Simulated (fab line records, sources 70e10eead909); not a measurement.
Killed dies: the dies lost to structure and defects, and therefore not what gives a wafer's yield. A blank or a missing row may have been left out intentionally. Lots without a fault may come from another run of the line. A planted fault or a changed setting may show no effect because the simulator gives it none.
fab line records + flow nandHarc
[record]
- lots = 11
- wafers = 33
- lastDay = 35
route steps=1302 shown P_STI@80 P_GATE@149
lots with no fault: from the same line, run without faults
startH: hours from the record's first day to the start of the lot's first wafer shown + waitH: hours since the lot's step before + " repeats the value in the row above + L1.1+2: one row covering several wafers at once + - either no value or no given start + * or withheld: withheld + < > ~ a bound
route shown NAME@n: a module of which the file shows steps, and the number in the route of the first + usual: mean/standard deviation taken from wafers without a fault + same: alike in all rows + chamber/n: place in a boat + sites: readings site by site + _std_site: the values' standard deviation + _edge_site: outer sites' mean less inner sites' + radiusMm: how far each site lies from the wafer's centre + mask NAME#n: copy n + behind: the most recent tool/chamber to have shaped the wafer + hold: what put the lot on hold/how long, in hours/how the hold closed + device: transistor that didn't switch, given as n, p or np + end of line: the route-end tests of the same wafers + a step given without rows: its recipe and nothing more + killed: the dies lost at the first sort to structure and to defects; this is not the yield of the wafer + map: dies across one wafer; x = killed, . = not, _ = none there
set.NAME: the run value of the setting; set.NAME@STEP: its run value at that earlier step + model.NAME: the simulator's own value behind a step, which no gauge read
one table for each step of the route and one row for each wafer, over a sample of lots
services: when a tool's chamber went out of use (startH, in hours from the record's first day, below 0 if earlier), for how many hours, and the reason
[[steps]]
[step NHARC_P_STI_EXPOSE_06]
[recipe]
- na = 0.55
- targetCdNm = 200
- doseMj = 37.69
- maskId = P_STI
| lot.wafer  | tool          | chamber | startH | waitH | mask       |
|------------|---------------|---------|--------|-------|------------|
| L108.2+3+6 | krfScanner-02 | 0       | 43.93  | -     | P_STI#0    |
| L110.1+3+4 | krfScanner-02 | 0       | 62.94  | -     | P_STI#0    |
| L111.3+4+6 | krfScanner-02 | 0       | 75.35  | -     | P_STI#0    |
| L112.1+4+6 | krfScanner-03 | 0       | 85.90  | -     | P_STI#0    |
| L113.1+2+4 | krfScanner-02 | 0       | 93.75  | -     | P_STI#0    |
| L116.1+2+4 | krfScanner-02 | 0       | 121.93 | -     | P_STI#0    |
| L117.2+3+4 | krfScanner-03 | 0       | 132.28 | -     | P_STI#0    |
| L118.1+3+5 | krfScanner-04 | 0       | 142.27 | -     | P_STI#0    |
| L122.1+4+5 | krfScanner-02 | 0       | 182.02 | -     | P_STI_R1#0 |
| L130.1+2+3 | krfScanner-04 | 0       | 264.80 | -     | P_STI#0    |
| L131.2+3+5 | krfScanner-04 | 0       | 276.37 | -     | P_STI#0    |
[step NHARC_P_STI_CD_MEAS_09]
[recipe]
- targetCdNm = 200
- landingEnergyEv = 500
[usual]
- cdNm = 199.7/1.7
| lot.wafer | tool     | chamber | startH | waitH | cdNm  |
|-----------|----------|---------|--------|-------|-------|
| L108.2    | cdSem-03 | 0       | 44.08  | -     | 198.2 |
| L108.3    | "        | 0       | "      | "     | 199.0 |
| L108.6    | "        | 0       | "      | "     | 199.9 |
| L110.1    | cdSem-03 | 0       | 63.09  | -     | 198.4 |
| L110.3    | "        | 0       | "      | "     | 198.5 |
| L110.4    | "        | 0       | "      | "     | 198.1 |
| L111.3    | cdSem-01 | 0       | 75.49  | -     | 199.0 |
| L111.4    | "        | 0       | "      | "     | 199.8 |
| L111.6    | "        | 0       | "      | "     | 197.4 |
| L112.1    | cdSem-02 | 0       | 86.05  | -     | 199.3 |
| L112.4    | "        | 0       | "      | "     | 201.5 |
| L112.6    | "        | 0       | "      | "     | 199.9 |
| L113.1    | cdSem-02 | 0       | 93.90  | -     | 199.6 |
| L113.2    | "        | 0       | "      | "     | 198.7 |
| L113.4    | "        | 0       | "      | "     | 196.9 |
| L116.1    | cdSem-02 | 0       | 122.08 | -     | 198.7 |
| L116.2    | "        | 0       | "      | "     | 199.2 |
| L116.4    | "        | 0       | "      | "     | 198.2 |
| L117.2    | cdSem-03 | 0       | 132.43 | -     | 202.3 |
| L117.3    | "        | 0       | "      | "     | 201.9 |
| L117.4    | "        | 0       | "      | "     | 201.0 |
| L118.1    | cdSem-01 | 0       | 142.42 | -     | 199.2 |
| L118.3    | "        | 0       | "      | "     | 198.2 |
| L118.5    | "        | 0       | "      | "     | 200.1 |
| L122.1    | cdSem-01 | 0       | 182.17 | -     | 204.9 |
| L122.4    | "        | 0       | "      | "     | 204.6 |
| L122.5    | "        | 0       | "      | "     | 208.1 |
| L130.1    | cdSem-02 | 0       | 264.95 | -     | 200.9 |
| L130.2    | "        | 0       | "      | "     | 203.4 |
| L130.3    | "        | 0       | "      | "     | 200.4 |
| L131.2    | cdSem-03 | 0       | 276.52 | -     | 198.6 |
| L131.3    | "        | 0       | "      | "     | 198.0 |
| L131.5    | "        | 0       | "      | "     | 199.6 |
[step NHARC_P_STI_DESCUM_14]
[recipe]
- timeS = 3
- o2FlowSccm = 200
- arFlowSccm = 0
- biasPowerW = 0
- chemistry = O2
[usual]
- drypumpMotorCurrentA = 5.8/0.49
- oesProductAu = 1.001/0.0074
- rfVppV = 57.8/0.91
- showerheadPlenumPTorr = 1.89/0.095
- throttleValvePct = 11.311/0.0079
| lot.wafer | tool       | chamber | startH | waitH | drypumpMotorCurrentA | oesProductAu | rfHoursCounterH | rfVppV | showerheadPlenumPTorr | throttleValvePct |
|-----------|------------|---------|--------|-------|----------------------|--------------|-----------------|--------|-----------------------|------------------|
| L108.3    | rieDiel-09 | 2       | 44.35  | -     | 5.6                  | 0.997        | 3               | 58.5   | 1.99                  | 11.319           |
| L108.2    | "          | 3       | "      | "     | 6.2                  | 1.005        | 3               | 57.8   | 2.07                  | 11.315           |
| L108.6    | "          | 1       | "      | "     | 6.0                  | 0.998        | -               | 56.4   | 1.82                  | 11.312           |
| L110.1    | rieDiel-08 | 0       | 63.36  | -     | 5.8                  | 0.993        | 2               | 58.5   | 1.80                  | 11.325           |
| L110.3    | "          | 1       | "      | "     | 6.8                  | 0.995        | 2               | 57.3   | 1.94                  | 11.304           |
| L110.4    | "          | 2       | "      | "     | 5.9                  | 1.001        | 2               | 58.0   | 1.88                  | 11.302           |
| L111.3    | rieDiel-09 | 2       | 75.76  | -     | 5.6                  | 1.002        | 6               | 58.3   | 1.99                  | 11.308           |
| L111.4    | "          | 3       | "      | "     | 6.2                  | 1.001        | 6               | 59.0   | 2.07                  | 11.311           |
| L111.6    | "          | 0       | "      | "     | 5.5                  | 1.007        | -               | 56.1   | 1.79                  | 11.301           |
| L112.4    | rieDiel-12 | 3       | 86.32  | -     | 5.1                  | 1.008        | 13              | 56.2   | 1.78                  | 11.316           |
| L112.1    | "          | 0       | "      | "     | 6.0                  | 1.003        | 14              | 56.7   | 1.87                  | 11.307           |
| L112.6    | "          | 2       | "      | "     | 5.2                  | 1.018        | -               | 56.3   | 1.84                  | 11.317           |
| L113.4    | rieDiel-08 | 2       | 94.16  | -     | 5.9                  | 0.993        | 4               | 58.0   | 1.88                  | 11.315           |
| L113.1    | "          | 3       | "      | "     | 5.9                  | 0.984        | 4               | 58.8   | 2.05                  | 11.309           |
| L113.2    | "          | 1       | "      | "     | 6.8                  | 1.000        | 4               | 57.9   | 1.94                  | 11.301           |
| L116.1    | rieDiel-09 | 0       | 122.35 | -     | 5.5                  | 0.998        | 8               | 57.1   | 1.79                  | 11.316           |
| L116.4    | "          | 1       | "      | "     | 6.0                  | 1.000        | 8               | 56.5   | 1.82                  | 11.316           |
| L116.2    | "          | 2       | "      | "     | 5.6                  | 0.996        | 8               | 58.4   | 1.99                  | 11.317           |
| L117.2    | rieDiel-12 | 1       | 132.69 | -     | 6.6                  | 1.012        | 3               | 57.6   | 1.90                  | 11.311           |
| L117.4    | "          | 3       | "      | "     | 5.1                  | 1.011        | 2               | 56.2   | 1.78                  | 11.312           |
| L117.3    | "          | 0       | "      | "     | 6.0                  | 1.010        | 2               | 57.9   | 1.87                  | 11.310           |
| L118.3    | rieDiel-09 | 1       | 142.71 | -     | 6.0                  | 1.009        | 8               | 58.3   | 1.82                  | 11.321           |
| L118.1    | "          | 2       | "      | "     | 5.6                  | 1.016        | 9               | 58.6   | 1.99                  | 11.320           |
| L118.5    | "          | 1       | "      | "     | 6.0                  | 1.015        | -               | 56.2   | 1.82                  | 11.309           |
| L122.4    | rieDiel-12 | 1       | 182.43 | -     | 6.6                  | 0.995        | 8               | 57.8   | 1.90                  | 11.308           |
| L122.1    | "          | 2       | "      | "     | 5.2                  | 1.011        | 8               | 57.4   | 1.84                  | 11.304           |
| L122.5    | "          | 2       | "      | "     | 5.2                  | 1.003        | -               | 56.8   | 1.84                  | 11.305           |
| L130.3    | rieDiel-08 | 0       | 265.22 | -     | 5.9                  | 0.993        | 4               | 57.9   | 1.80                  | 11.301           |
| L130.1    | "          | 1       | "      | "     | 6.8                  | 0.996        | 4               | 56.9   | 1.93                  | 11.313           |
| L130.2    | "          | 2       | "      | "     | 5.9                  | 0.986        | 5               | 57.6   | 1.88                  | 11.302           |
| L131.3    | rieDiel-08 | 1       | 276.79 | -     | 6.8                  | 1.002        | 5               | 59.2   | 1.93                  | 11.304           |
| L131.2    | "          | 2       | "      | "     | 6.0                  | 0.983        | 5               | 57.3   | 1.88                  | 11.303           |
| L131.5    | "          | 0       | "      | "     | 5.8                  | 0.994        | -               | 57.6   | 1.80                  | 11.317           |
[step NHARC_P_STI_CD_MEAS_16]
[usual]
- cdNm = 199.1/1.9
| lot.wafer | tool     | chamber | startH | waitH | cdNm  |
|-----------|----------|---------|--------|-------|-------|
| L108.2    | cdSem-02 | -       | 44.80  | -     | 197.1 |
| L108.3    | "        | -       | "      | "     | 198.8 |
| L108.6    | "        | -       | "      | "     | 199.1 |
| L110.1    | cdSem-02 | -       | 63.79  | -     | 196.0 |
| L110.3    | "        | -       | "      | "     | 196.7 |
| L110.4    | "        | -       | "      | "     | 198.0 |
| L111.3    | cdSem-01 | -       | 76.19  | -     | 197.7 |
| L111.4    | "        | -       | "      | "     | 198.8 |
| L111.6    | "        | -       | "      | "     | 196.6 |
| L112.1    | cdSem-02 | -       | 86.74  | -     | 198.4 |
| L112.4    | "        | -       | "      | "     | 201.0 |
| L112.6    | "        | -       | "      | "     | 199.5 |
| L113.1    | cdSem-03 | -       | 94.61  | -     | 198.5 |
| L113.2    | "        | -       | "      | "     | 197.5 |
| L113.4    | "        | -       | "      | "     | 195.9 |
| L116.1    | cdSem-02 | -       | 122.78 | -     | 199.7 |
| L116.2    | "        | -       | "      | "     | 199.6 |
| L116.4    | "        | -       | "      | "     | 198.3 |
| L117.2    | cdSem-01 | -       | 133.13 | -     | 200.1 |
| L117.3    | "        | -       | "      | "     | 201.6 |
| L117.4    | "        | -       | "      | "     | 200.1 |
| L118.1    | cdSem-01 | -       | 143.15 | -     | 199.8 |
| L118.3    | "        | -       | "      | "     | 197.3 |
| L118.5    | "        | -       | "      | "     | 200.8 |
| L122.1    | cdSem-03 | -       | 182.87 | -     | 203.8 |
| L122.4    | "        | -       | "      | "     | 203.6 |
| L122.5    | "        | -       | "      | "     | 207.4 |
| L130.1    | cdSem-02 | -       | 265.65 | -     | 200.9 |
| L130.2    | "        | -       | "      | "     | 202.4 |
| L130.3    | "        | -       | "      | "     | 200.4 |
| L131.2    | cdSem-03 | -       | 277.22 | -     | 197.1 |
| L131.3    | "        | -       | "      | "     | 196.9 |
| L131.5    | "        | -       | "      | "     | 198.4 |
[step NHARC_P_STI_OCD_MEAS_17]
[usual]
- trenchDepthNm = 300.3/2.7
- trenchFootCdNm = 157.7/1.7
| lot.wafer | tool   | chamber | startH | waitH | trenchDepthNm | trenchFootCdNm |
|-----------|--------|---------|--------|-------|---------------|----------------|
| L108.2    | ocd-02 | -       | 44.89  | 0.1   | 298.4         | 156.8          |
| L108.3    | "      | -       | "      | "     | 300.1         | 157.3          |
| L108.6    | "      | -       | "      | "     | 303.8         | 157.7          |
| L110.1    | ocd-01 | -       | 63.87  | 0.1   | 298.8         | 156.3          |
| L110.3    | "      | -       | "      | "     | 300.1         | 156.2          |
| L110.4    | "      | -       | "      | "     | 297.9         | 156.8          |
| L111.3    | ocd-02 | -       | 76.28  | 0.1   | 304.8         | 156.1          |
| L111.4    | "      | -       | "      | "     | 303.8         | 157.5          |
| L111.6    | "      | -       | "      | "     | 302.2         | 155.5          |
| L112.1    | ocd-01 | -       | 86.83  | 0.1   | 301.1         | 157.3          |
| L112.4    | "      | -       | "      | "     | 299.9         | 159.6          |
| L112.6    | "      | -       | "      | "     | 300.8         | 157.3          |
| L113.1    | ocd-01 | -       | 94.70  | 0.1   | 302.5         | 157.6          |
| L113.2    | "      | -       | "      | "     | 297.0         | 156.6          |
| L113.4    | "      | -       | "      | "     | 299.2         | 154.5          |
| L116.1    | ocd-01 | -       | 122.87 | 0.1   | 295.3         | 157.1          |
| L116.2    | "      | -       | "      | "     | 296.4         | 158.1          |
| L116.4    | "      | -       | "      | "     | 297.1         | 156.3          |
| L117.2    | ocd-02 | -       | 133.22 | 0.1   | 299.6         | 159.9          |
| L117.3    | "      | -       | "      | "     | 301.3         | 159.1          |
| L117.4    | "      | -       | "      | "     | 301.4         | 159.1          |
| L118.1    | ocd-01 | -       | 143.24 | 0.1   | 298.8         | 157.9          |
| L118.3    | "      | -       | "      | "     | 304.3         | 155.2          |
| L118.5    | "      | -       | "      | "     | 300.6         | 158.2          |
| L122.1    | ocd-01 | -       | 182.96 | 0.1   | 300.7         | 163.1          |
| L122.4    | "      | -       | "      | "     | 301.3         | 162.5          |
| L122.5    | "      | -       | "      | "     | 299.7         | 165.9          |
| L130.1    | ocd-01 | -       | 265.74 | 0.1   | 301.5         | 159.4          |
| L130.2    | "      | -       | "      | "     | 303.3         | 160.4          |
| L130.3    | "      | -       | "      | "     | 304.3         | 158.2          |
| L131.2    | ocd-02 | -       | 277.31 | 0.1   | 300.0         | 156.3          |
| L131.3    | "      | -       | "      | "     | 300.5         | 156.3          |
| L131.5    | "      | -       | "      | "     | 299.7         | 157.8          |
[step NHARC_P_STI_INSPECT_25]
[usual]
- rawDefectCount = 217/81
| lot.wafer | tool             | chamber | startH | waitH | rawDefectCount |
|-----------|------------------|---------|--------|-------|----------------|
| L108.2    | defectInspect-01 | -       | 75.08  | 0.4   | 178            |
| L108.3    | "                | -       | "      | "     | 140            |
| L108.6    | "                | -       | "      | "     | 126            |
| L110.1    | defectInspect-02 | -       | 91.76  | 0.4   | 225            |
| L110.3    | "                | -       | "      | "     | 368            |
| L110.4    | "                | -       | "      | "     | 303            |
| L111.3    | defectInspect-01 | -       | 107.98 | 0.4   | 225            |
| L111.4    | "                | -       | "      | "     | 225            |
| L111.6    | "                | -       | "      | "     | 156            |
| L112.1    | defectInspect-01 | -       | 116.17 | 0.4   | 370            |
| L112.4    | "                | -       | "      | "     | 268            |
| L112.6    | "                | -       | "      | "     | 131            |
| L113.1    | defectInspect-01 | -       | 120.28 | 0.4   | 187            |
| L113.2    | "                | -       | "      | "     | 224            |
| L113.4    | "                | -       | "      | "     | 196            |
| L116.1    | defectInspect-01 | -       | 147.73 | 0.4   | 159            |
| L116.2    | "                | -       | "      | "     | 166            |
| L116.4    | "                | -       | "      | "     | 299            |
| L117.2    | defectInspect-02 | -       | 161.43 | 0.4   | 585            |
| L117.3    | "                | -       | "      | "     | 330            |
| L117.4    | "                | -       | "      | "     | 245            |
| L118.1    | defectInspect-01 | -       | 168.36 | 0.4   | 180            |
| L118.3    | "                | -       | "      | "     | 300            |
| L118.5    | "                | -       | "      | "     | 271            |
| L122.1    | defectInspect-01 | -       | 219.97 | 0.4   | 268            |
| L122.4    | "                | -       | "      | "     | 158            |
| L122.5    | "                | -       | "      | "     | 135            |
| L130.1    | defectInspect-01 | -       | 294.04 | 0.4   | 168            |
| L130.2    | "                | -       | "      | "     | 184            |
| L130.3    | "                | -       | "      | "     | 159            |
| L131.2    | defectInspect-02 | -       | 312.00 | 0.4   | 378            |
| L131.3    | "                | -       | "      | "     | 316            |
| L131.5    | "                | -       | "      | "     | 345            |
[step NHARC_P_GATE_ETCH_32]
[recipe]
- targetDepthA = 1500
- overEtchFrac = 1
- overEtchIonEnergyEv = 40
- timeS = 100.1
- hbrFlowSccm = 150
- cl2FlowSccm = 50
- rfW = 400
- icpW = 400
- biasW = 100
- chemistry = HBr/Cl2
[usual]
- drypumpMotorCurrentA = 5.7/0.51
- oesProductAu = 1.006/0.0078
- throttleValvePct = 26.406/0.009
| lot.wafer | tool     | chamber | startH | waitH | drypumpMotorCurrentA | oesProductAu | rfHoursCounterH | throttleValvePct |
|-----------|----------|---------|--------|-------|----------------------|--------------|-----------------|------------------|
| L108.2    | rieSi-06 | 3       | 99.30  | -     | 6.5                  | 1.002        | 0.1             | 26.397           |
| L108.3    | "        | 1       | "      | "     | 5.6                  | 1.003        | 0.1             | 26.413           |
| L108.6    | "        | 3       | "      | "     | 6.5                  | 1.006        | -               | 26.401           |
| L110.1    | rieSi-02 | 3       | 116.92 | -     | 6.3                  | 1.023        | 0.0             | 26.403           |
| L110.4    | "        | 0       | "      | "     | 5.0                  | 1.008        | 0.0             | 26.399           |
| L110.3    | "        | 1       | "      | "     | 5.9                  | 1.012        | 0.0             | 26.407           |
| L111.4    | rieSi-06 | 1       | 130.86 | -     | 5.6                  | 1.003        | 0.3             | 26.409           |
| L111.3    | "        | 2       | "      | "     | 6.0                  | 0.991        | 0.4             | 26.416           |
| L111.6    | "        | 0       | "      | "     | 6.3                  | 1.006        | -               | 26.402           |
| L112.4    | rieSi-05 | 0       | 139.72 | -     | 5.7                  | 1.008        | 0.0             | 26.430           |
| L112.1    | "        | 1       | "      | "     | 4.9                  | 1.006        | 0.0             | 26.392           |
| L112.6    | "        | 1       | "      | "     | 4.9                  | 1.006        | -               | 26.410           |
| L113.4    | rieSi-02 | 2       | 147.19 | -     | 5.6                  | 1.000        | 0.2             | 26.407           |
| L113.1    | "        | 0       | "      | "     | 5.0                  | 1.008        | 0.2             | 26.404           |
| L113.2    | "        | 1       | "      | "     | 5.9                  | 1.009        | 0.2             | 26.414           |
| L116.2    | rieSi-02 | 1       | 172.51 | -     | 5.9                  | 1.021        | 0.3             | 26.393           |
| L116.1    | "        | 2       | "      | "     | 5.7                  | 1.005        | 0.4             | 26.407           |
| L116.4    | "        | 3       | "      | "     | 6.3                  | 1.013        | 0.4             | 26.418           |
| L117.3    | rieSi-05 | 0       | 187.28 | -     | 5.7                  | 1.013        | 0.3             | 26.407           |
| L117.2    | "        | 1       | "      | "     | 4.9                  | 1.012        | 0.4             | 26.406           |
| L117.4    | "        | 0       | "      | "     | 5.7                  | 1.016        | -               | 26.407           |
| L118.1    | rieSi-06 | 2       | 192.74 | -     | 6.0                  | 0.998        | 0.7             | 26.393           |
| L118.3    | "        | 0       | "      | "     | 6.4                  | 0.999        | 0.7             | 26.408           |
| L118.5    | "        | 2       | "      | "     | 6.0                  | 0.997        | -               | 26.391           |
| L122.4    | rieSi-05 | 1       | 245.27 | -     | 4.9                  | 1.015        | 0.8             | 26.402           |
| L122.1    | "        | 2       | "      | "     | 5.0                  | 1.016        | 0.8             | 26.393           |
| L122.5    | "        | 0       | "      | "     | 5.7                  | 1.013        | -               | 26.403           |
| L130.2    | rieSi-05 | 0       | 317.91 | -     | 5.7                  | 1.012        | 0.0             | 26.403           |
| L130.1    | "        | 2       | "      | "     | 5.0                  | 1.005        | 0.0             | 26.398           |
| L130.3    | "        | 3       | "      | "     | 5.6                  | 1.000        | 0.0             | 26.407           |
| L131.3    | rieSi-02 | 3       | 336.47 | -     | 6.2                  | 1.006        | 0.3             | 26.396           |
| L131.2    | "        | 0       | "      | "     | 5.1                  | 0.995        | 0.4             | 26.395           |
| L131.5    | "        | 2       | "      | "     | 5.7                  | 1.010        | -               | 26.403           |
[[services]]
| tool          | chamber | startH | hours | kind   |
|---------------|---------|--------|-------|--------|
| rieSi-06      | 1       | 31.27  | 6.7   | repair |
| rieSi-06      | -       | 40.54  | 0.4   | repair |
| rieSi-06      | 1       | 40.98  | 9.1   | repair |
| rieSi-05      | -       | 57.23  | 0.1   | repair |
| rieDiel-08    | 2       | 71.66  | 1.5   | repair |
| krfScanner-02 | -       | 94.01  | 4.0   | pm     |
| rieSi-02      | -       | 100.00 | 9.0   | pm     |
| rieDiel-08    | 2       | 117.13 | 12.2  | repair |
| rieSi-05      | -       | 128.00 | 9.0   | pm     |
| rieDiel-09    | -       | 143.19 | 9.0   | pm     |
| rieDiel-08    | 3       | 146.87 | 3.2   | repair |
| rieSi-02      | -       | 149.14 | 15.2  | repair |
| rieSi-05      | -       | 151.32 | 0.1   | repair |
| rieSi-02      | 2       | 181.20 | 1.5   | repair |
| rieSi-05      | 3       | 186.85 | 4.8   | repair |
| rieDiel-08    | -       | 190.80 | 9.0   | pm     |
| krfScanner-02 | -       | 191.97 | 1.3   | repair |
| rieDiel-09    | 3       | 245.78 | 16.1  | repair |
| krfScanner-02 | -       | 266.01 | 4.0   | pm     |
| rieSi-02      | -       | 277.00 | 9.0   | pm     |
| krfScanner-02 | -       | 304.81 | 5.6   | repair |
| rieSi-05      | -       | 305.00 | 9.0   | pm     |
| rieDiel-09    | -       | 320.19 | 9.0   | pm     |
| rieSi-02      | 2       | 320.35 | 8.7   | repair |
[[key]]
[firstSign]
- step = NHARC_P_STI_EXPOSE_06
- reading = mask
- direction = changed
[effect]
- step = NHARC_P_STI_CD_MEAS_09
- reading = cdNm
- direction = up
- sigmas = 3.6
- usual = 199.7
- struck = 205.9
[effect]
- step = NHARC_P_STI_CD_MEAS_16
- reading = cdNm
- direction = up
- sigmas = 3.1
- usual = 199.1
- struck = 204.9
[effect]
- step = NHARC_P_STI_OCD_MEAS_17
- reading = trenchFootCdNm
- direction = up
- sigmas = 3.6
- usual = 157.7
- struck = 163.8
metAt NHARC_P_STI_EXPOSE_06
struckLots L122
testerLeftOut L122
notActingAt NHARC_P_STI_DESCUM_14,NHARC_P_STI_INSPECT_25,NHARC_P_GATE_ETCH_32
onsetBetween 121.93 182.02
[fault]
- kind = wrongMask
- tool = any
- chamber = -
- onsetH = 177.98
- steps = NHARC_P_STI_EXPOSE_06
- auxCopy = P_STI_R1#0
- cdOffsetNm = 5.5049
- scope = struckLotsOnly
// testerLeftOut: of these lots the tester's yield and bins aren't shown, on N5 and GAA mostly nor the transistor test; their killed dies are dies lost to structure and defects alone, not to doping, threshold or leakage, so they don't give the yield
